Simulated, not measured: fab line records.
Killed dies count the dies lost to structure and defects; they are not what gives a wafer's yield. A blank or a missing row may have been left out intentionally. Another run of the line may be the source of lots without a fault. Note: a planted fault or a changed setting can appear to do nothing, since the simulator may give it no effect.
Which tool is to blame? + flow nandHarc + Sampling: 12 lots, 36 wafers, 6 of 1302 route steps

== WHAT THE GAUGES SHOWED, per wafer ==
NHARC_A_CHANNEL_HOLE_D2_INSPECT_40. Usual: rawDefectCount at 261, with a standard deviation of 71.
| lot  | measured     | on               | rawDefectCount | flag |
|------|--------------|------------------|----------------|------|
| L608 | day 14 16:42 | defectInspect-02 | 134 166 177    |      |
| L611 | day 15 02:03 | defectInspect-01 | 273 444 379    |      |
| L609 | day 15 05:41 | defectInspect-02 | 252 243 316    |      |
| L612 | day 15 23:29 | defectInspect-02 | 285 387 265    |      |
| L615 | day 16 17:43 | defectInspect-02 | 300 269 300    |      |
| L614 | day 16 18:07 | defectInspect-02 | 343 348 368    |      |
| L618 | day 18 17:14 | defectInspect-02 | 183 201 232    |      |
| L619 | day 18 22:56 | defectInspect-02 | 279 312 290    |      |
| L621 | day 19 18:19 | defectInspect-01 | 159 141 149    |      |
| L620 | day 19 22:29 | defectInspect-01 | 429 422 275    |      |
| L623 | day 20 05:32 | defectInspect-02 | 672 482 574    | OFF  |
| L624 | day 20 17:58 | defectInspect-02 | 493 514 445    | OFF  |

NHARC_END_SORT_01. Usual: killedAtArray 56, standard deviation 19; killedAtOther 1.0, standard deviation 1.3; killedAtPeriphery 3.8, standard deviation 2.2; killedDies 61, standard deviation 19; killedOpen 3.1, standard deviation 1.9; killedShort 2.3, standard deviation 1.5.
| lot  | measured     | on        | killedAtArray | killedAtOther | killedAtPeriphery | killedDies | killedOpen | killedShort | flag |
|------|--------------|-----------|---------------|---------------|-------------------|------------|------------|-------------|------|
| L623 | day 31 20:24 | prober-01 | 93 105 124    | 0 0 0         | 3 5 6             | 96 110 130 | 2 6 6      | 4 1 1       |      |
| L624 | day 32 00:27 | prober-02 | 71 100 97     | 1 0 0         | 2 2 0             | 74 102 97  | 4 1 4      | 0 0 2       |      |

== TOOL THAT RAN EACH LOT (tool first, then ch and the chambers of the sampled wafers, then the start) ==
| lot  | NHARC_A_CHANNEL_HOLE_D2_ETCH_23 | NHARC_A_CHANNEL_HOLE_D2_PRECLEAN_29 | NHARC_A_CHANNEL_HOLE_D2_XSEM_32 | NHARC_A_CHANNEL_FILL_D2_ALD_16  |
|------|---------------------------------|-------------------------------------|---------------------------------|---------------------------------|
| L608 | harEtch-01 ch 0,1, day 14 12:27 | wetBench-03 ch 4,5,7, day 14 16:23  | xsem-01 ch 0, day 14 16:37      | aldHk-03 ch 0,3, day 15 05:09   |
| L611 | harEtch-02 ch 0,1, day 14 21:17 | wetBench-02 ch 1,3,7, day 15 01:41  | xsem-01 ch 0, day 15 01:57      | aldHk-03 ch 1,3, day 15 13:55   |
| L609 | harEtch-01 ch 0,1, day 15 01:16 | wetBench-03 ch 2,3,7, day 15 05:20  | xsem-02 ch 0, day 15 05:36      | aldHk-03 ch 0,2,3, day 15 18:26 |
| L612 | harEtch-02 ch 0,1, day 15 19:02 | wetBench-02 ch 1,6,7, day 15 23:10  | xsem-01 ch 0, day 15 23:23      | aldHk-04 ch 0,1,3, day 16 12:13 |
| L615 | harEtch-01 ch 0,1, day 16 13:28 | wetBench-09 ch 0,5,6, day 16 17:23  | xsem-02 ch 0, day 16 17:37      | aldHk-04 ch 1,2,3, day 17 07:35 |
| L614 | harEtch-02 ch 0,1, day 16 14:13 | wetBench-03 ch 3,6,7, day 16 17:47  | xsem-02 ch 0, day 16 18:02      | aldHk-01 ch 0,1,3, day 17 07:41 |
| L618 | harEtch-02 ch 0,1, day 18 12:49 | wetBench-03 ch 0,5,7, day 18 16:55  | xsem-01 ch 0, day 18 17:08      | aldHk-03 ch 1,2, day 19 06:02   |
| L619 | harEtch-02 ch 0, day 18 18:39   | wetBench-03 ch 2,3,5, day 18 22:37  | xsem-01 ch 0, day 18 22:50      | aldHk-01 ch 1,3, day 19 11:52   |
| L621 | harEtch-02 ch 0,1, day 19 14:16 | wetBench-02 ch 2,3,6, day 19 17:59  | xsem-02 ch 0, day 19 18:14      | aldHk-03 ch 1,2,3, day 20 06:46 |
| L620 | harEtch-02 ch 0,1, day 19 18:27 | wetBench-02 ch 0,4,7, day 19 22:09  | xsem-02 ch 0, day 19 22:23      | aldHk-03 ch 0,2, day 20 10:50   |
| L623 | harEtch-01 ch 0,1, day 20 01:16 | wetBench-03 ch 3,5,6, day 20 05:13  | xsem-01 ch 0, day 20 05:26      | aldHk-01 ch 1,3, day 20 17:57   |
| L624 | harEtch-02 ch 0,1, day 20 13:55 | wetBench-03 ch 5,6,7, day 20 17:37  | xsem-02 ch 0, day 20 17:52      | aldHk-01 ch 0,1, day 21 06:40   |
- NHARC_A_CHANNEL_HOLE_D2_ETCH_23: etches the open film in C4F8/O2/Ar, time 819 s, target depth 1600 nm.
- NHARC_A_CHANNEL_HOLE_D2_PRECLEAN_29: cleans in SC1.
- NHARC_A_CHANNEL_HOLE_D2_XSEM_32
- NHARC_A_CHANNEL_FILL_D2_ALD_16: deposits SiO2, target thk 1.5 nm, pulse time 10 s, ald cycles 15.

== WHAT THE TOOLS THEMSELVES READ (means of the sampled wafers that have a number; where no wafer has one, the mark that the record gives instead) ==
NHARC_A_CHANNEL_HOLE_D2_ETCH_23. Usual: chamberPressureMTorr 19.999 mTorr, standard deviation 0.02; drypumpMotorCurrentA 5.8 A, standard deviation 0.31; showerheadPlenumPTorr 3.73 Torr, standard deviation 0.15; throttleValvePct 32.154 %, standard deviation 0.0095.
| lot  | tool       | chamberPressureMTorr (mTorr) | drypumpMotorCurrentA (A) | showerheadPlenumPTorr (Torr) | throttleValvePct (%) | flag |
|------|------------|------------------------------|--------------------------|------------------------------|----------------------|------|
| L608 | harEtch-01 | 19.998                       | 5.6                      | 3.69                         | 32.157               |      |
| L611 | harEtch-02 | 20.020                       | 5.8                      | 3.52                         | 32.162               |      |
| L609 | harEtch-01 | 20.003                       | 5.6                      | 3.68                         | 32.157               |      |
| L612 | harEtch-02 | 19.998                       | 5.7                      | 3.55                         | 32.157               |      |
| L615 | harEtch-01 | 20.009                       | 5.9                      | 3.67                         | 32.148               |      |
| L614 | harEtch-02 | 19.996                       | 5.8                      | 3.50                         | 32.155               |      |
| L618 | harEtch-02 | 20.002                       | 5.7                      | 3.92                         | 32.157               |      |
| L619 | harEtch-02 | 19.992                       | 5.9                      | 3.92                         | 32.156               |      |
| L621 | harEtch-02 | 19.992                       | 5.7                      | 3.92                         | 32.157               |      |
| L620 | harEtch-02 | 20.021                       | 5.7                      | 3.91                         | 32.155               |      |
| L623 | harEtch-01 | 20.013                       | 5.9                      | 3.64                         | 32.149               |      |
| L624 | harEtch-02 | 20.011                       | 5.8                      | 3.91                         | 32.155               |      |

NHARC_A_CHANNEL_HOLE_D2_PRECLEAN_29. Usual: bathGuardTempC 49.9 C, standard deviation 0.51; bathHeatDutyPct 7.1 %, standard deviation 1.1.
| lot  | tool        | bathGuardTempC (C) | bathHeatDutyPct (%) | flag |
|------|-------------|--------------------|---------------------|------|
| L608 | wetBench-03 | 49.9               | 7.3                 |      |
| L611 | wetBench-02 | 49.6               | 7.8                 |      |
| L609 | wetBench-03 | 49.9               | 6.9                 |      |
| L612 | wetBench-02 | 50.2               | 7.8                 |      |
| L615 | wetBench-09 | 49.9               | 6.7                 |      |
| L614 | wetBench-03 | 50.0               | 8.3                 |      |
| L618 | wetBench-03 | 49.9               | 7.8                 |      |
| L619 | wetBench-03 | 49.7               | 6.1                 |      |
| L621 | wetBench-02 | 49.2               | 7.4                 |      |
| L620 | wetBench-02 | 50.0               | 7.3                 |      |
| L623 | wetBench-03 | 50.0               | 7.0                 |      |
| L624 | wetBench-03 | 49.7               | 7.3                 |      |

NHARC_A_CHANNEL_HOLE_D2_XSEM_32. Usual: botCdNm 74.4 nm, standard deviation 1.5; bowNm 8.52 nm, standard deviation 0.28; tiltDeg 0.07 degrees, standard deviation 0.041.
| lot  | tool    | botCdNm (nm) | bowNm (nm) | tiltDeg (degrees) | flag |
|------|---------|--------------|------------|-------------------|------|
| L608 | xsem-01 | 75.3         | 8.55       | 0.09              |      |
| L611 | xsem-01 | 73.3         | 8.51       | 0.07              |      |
| L609 | xsem-02 | 73.2         | 8.61       | 0.08              |      |
| L612 | xsem-01 | 74.2         | 8.69       | 0.09              |      |
| L615 | xsem-02 | 75.9         | 8.53       | 0.03              |      |
| L614 | xsem-02 | 76.2         | 8.12       | 0.06              |      |
| L618 | xsem-01 | 71.4         | 8.14       | 0.08              |      |
| L619 | xsem-01 | 73.4         | 8.29       | 0.11              |      |
| L621 | xsem-02 | 75.7         | 8.56       | 0.08              |      |
| L620 | xsem-02 | 75.4         | 9.15       | 0.06              |      |
| L623 | xsem-01 | 75.3         | 8.33       | -0.01             |      |
| L624 | xsem-02 | 76.0         | 8.12       | 0.13              |      |

NHARC_A_CHANNEL_FILL_D2_ALD_16. Usual: heaterPowerW 463 W, standard deviation 38; precursorPulseHeightRel 0.997, standard deviation 0.02.
| lot  | tool     | heaterPowerW (W) | precursorPulseHeightRel | flag |
|------|----------|------------------|-------------------------|------|
| L608 | aldHk-03 | 488              | 0.979                   |      |
| L611 | aldHk-03 | 444              | 1.011                   |      |
| L609 | aldHk-03 | 483              | 0.989                   |      |
| L612 | aldHk-04 | 452              | 0.986                   |      |
| L615 | aldHk-04 | 452              | 1.007                   |      |
| L614 | aldHk-01 | 466              | 1.008                   |      |
| L618 | aldHk-03 | 461              | 0.998                   |      |
| L619 | aldHk-01 | 461              | 0.987                   |      |
| L621 | aldHk-03 | 442              | 0.981                   |      |
| L620 | aldHk-03 | 501              | 0.999                   |      |
| L623 | aldHk-01 | 458              | 0.986                   |      |
| L624 | aldHk-01 | 447              | 0.992                   |      |

== THE ANSWER, worked out from the rows above alone ==
Rule: a lot counts as off when the mean over its wafers that have a number is more than 3 standard deviations away from the usual mean. Also off: a lot with no number at a reading for which 4 or more lots have one. Any other lot the step has rows for is counted as sound. Order of review: gauges by route order, followed by the tools' own readings, for which a lot's mean as printed above is used. The first step at which some lot is off is used, and at that step the reading that is off furthest; a lot without a number counts as furthest.
Off at NHARC_A_CHANNEL_HOLE_D2_INSPECT_40 (rawDefectCount): L623, L624.
A tool fits if, at a process step before that reading, it ran every lot that is off, and no sound lot after the first of them. Gauges at NHARC_A_CHANNEL_HOLE_D2_INSPECT_40: tried the same way as those tools. Can't be told from this: 2 tools fit, wetBench-03 at NHARC_A_CHANNEL_HOLE_D2_PRECLEAN_29, defectInspect-02 at NHARC_A_CHANNEL_HOLE_D2_INSPECT_40.

== WHAT THE SIMULATOR HAD INSERTED ==
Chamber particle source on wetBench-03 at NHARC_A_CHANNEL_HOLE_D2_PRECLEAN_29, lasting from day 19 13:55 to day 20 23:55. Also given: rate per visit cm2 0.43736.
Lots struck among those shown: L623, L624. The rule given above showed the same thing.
